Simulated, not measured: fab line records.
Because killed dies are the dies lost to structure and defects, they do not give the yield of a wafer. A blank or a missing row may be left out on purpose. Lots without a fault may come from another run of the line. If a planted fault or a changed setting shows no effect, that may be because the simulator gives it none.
A struck lot beside a sound one / flow nandHarc / 14 out of 1159 route steps
Sound: these wafers, L481.2, L481.4, L481.6. Struck: wafer L471.1; the same lot's L471.3 was not struck, so it is left out; see the end for the cause.
Order at every step that has rows: each side's tool, ch and its chambers, its first start. Under that, the readings that differ: sound wafers / struck wafers / difference of the means / sigmas: that difference in standard deviations of wafers without a fault.
alike: a reading whose means differ by less than 2 such deviations, as well as words and numbers matching on both sides. not compared: withheld readings; readings where some wafer has no value; bounds like >300 that might hide an equal value; numbers whose values overlap and for which the record gives no deviation.
The two part at a step that has a row with sigmas, a row that says differs or no value, or rows on one side only. Non-overlapping numbers with no deviation appear without sigmas and do not part them. A reading that every wafer of one side lacks parts them only if that side has two wafers or more.

first, 1 step without rows for these wafers: NHARC_A_ONON_D1_DEP_03 (target thk 1000 nm).
NHARC_A_ONON_D1_THK_MEAS_05: measures by ellipsometry.
  sound: filmMetro-02 at day 11 14:41; struck: filmMetro-02 at day 8 22:29
  alike: thkNm
then, 1 step without rows for these wafers: NHARC_A_ONON_D1_DEP_06 (target thk 1000 nm).
NHARC_A_ONON_D1_THK_MEAS_08: measures by ellipsometry.
  sound: filmMetro-02 at day 11 15:16; struck: filmMetro-02 at day 8 23:04
  alike: thkNm
then, 1 step without rows for these wafers: NHARC_A_ONON_D1_DEP_09 (target thk 1000 nm).
NHARC_A_ONON_D1_THK_MEAS_11: measures by ellipsometry.
  sound: filmMetro-02 at day 11 15:50; struck: filmMetro-01 at day 8 23:38
  alike: thkNm
then, 1 step without rows for these wafers: NHARC_A_ONON_D1_DEP_12 (target thk 1000 nm).
NHARC_A_ONON_D1_THK_MEAS_14: measures by ellipsometry.
  sound: filmMetro-01 at day 11 16:24; struck: filmMetro-02 at day 9 00:11
reading=thkNm (nm); sound=990 992 994; struck=1013; difference=+21; sigmas=+2
then, 2 steps without rows for these wafers: NHARC_A_ONON_D1_ANNEAL_15 (time 3600 s); NHARC_A_ONON_D1_DEP_16 (target thk 1000 nm).
NHARC_A_ONON_D1_THK_MEAS_18: measures by ellipsometry.
  sound: filmMetro-01 at day 11 23:46; struck: filmMetro-02 at day 9 07:14
  alike: thkNm
NHARC_A_ONON_D1_DEP_19: target thk 1000 nm.
  sound on pecvdOnon-02 ch 0, day 11 23:52; struck on pecvdOnon-04 ch 0, day 9 07:17
  alike: nh3FlowSccm
NHARC_A_ONON_D1_THK_MEAS_21: measures by ellipsometry.
  sound: filmMetro-01 at day 12 00:19; struck: filmMetro-01 at day 9 07:47
reading=thkNm (nm); sound=1002 1004 1004; struck=1502; difference=+499; sigmas=+50
then, 1 step without rows for these wafers: NHARC_A_ONON_D1_DEP_22 (target thk 1000 nm).

WHERE THEY PART
Last at NHARC_A_ONON_D1_THK_MEAS_21 as far as this record goes, first at NHARC_A_ONON_D1_THK_MEAS_14.

WHY: what had been put in by the simulator
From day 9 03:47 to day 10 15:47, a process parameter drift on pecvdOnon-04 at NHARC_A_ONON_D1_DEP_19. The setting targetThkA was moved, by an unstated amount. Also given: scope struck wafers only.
